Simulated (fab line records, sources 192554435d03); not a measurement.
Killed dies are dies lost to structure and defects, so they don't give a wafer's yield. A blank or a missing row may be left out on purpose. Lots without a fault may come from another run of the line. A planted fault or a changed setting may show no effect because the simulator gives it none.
Chamber matching | flow n5_finfet | N5_BEOL_M4_ALD_84 on ald_metal-04: 4 sister chambers
The step deposits TaN, pulse time 2 s, purge time 3 s, co reactant purge time 2 s. 4 wafers are shown with their chamber, then 12 later ones without.

WAFERS WITH THEIR CHAMBER
wafer  | chamber | heater_power_w (W)
L090.1 | 3       | 522
L091.1 | 0       | 391
L091.2 | 1       | 434
L091.4 | 2       | 402

WAFERS WITHOUT THEIR CHAMBER
wafer  | heater_power_w (W)
L094.3 | 392
L094.4 | 524
L094.6 | 434
L096.3 | 522
L096.5 | 524
L096.6 | 397
L095.2 | 434
L095.5 | 452
L095.6 | 391
L097.2 | 393
L097.3 | 447
L097.5 | 381

WHICH CHAMBER EACH WENT THROUGH
wafer  | from the rows above     | in truth
L094.3 | can't be placed: 0 or 2 | 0
L094.4 | 3                       | 3
L094.6 | 1                       | 1
L096.3 | 3                       | 3
L096.5 | 3                       | 3
L096.6 | can't be placed: 2 or 0 | 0
L095.2 | 1                       | 1
L095.5 | 1                       | 1
L095.6 | can't be placed: 0 or 2 | 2
L097.2 | can't be placed: 0 or 2 | 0
L097.3 | 1                       | 1
L097.5 | can't be placed: 0 or 2 | 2
Placed correctly: 7 of 12. Can't be placed from these rows: 5 (the true chamber is among the candidates in 5). Placed wrongly: 0.
How it was worked out, from the rows above alone: a wafer's distance from a chamber is the root of the sum, over the readings, of the square of ((its reading less the chamber's mean) divided by the reading's scatter). The wafer belongs to the nearest chamber; if the next one is less than 2 further off, it can't be placed. A chamber's mean is the mean of its shown wafers. The scatter: with one shown wafer a chamber, the root of the mean of the squares of how far each hidden wafer lies from its nearest shown one.
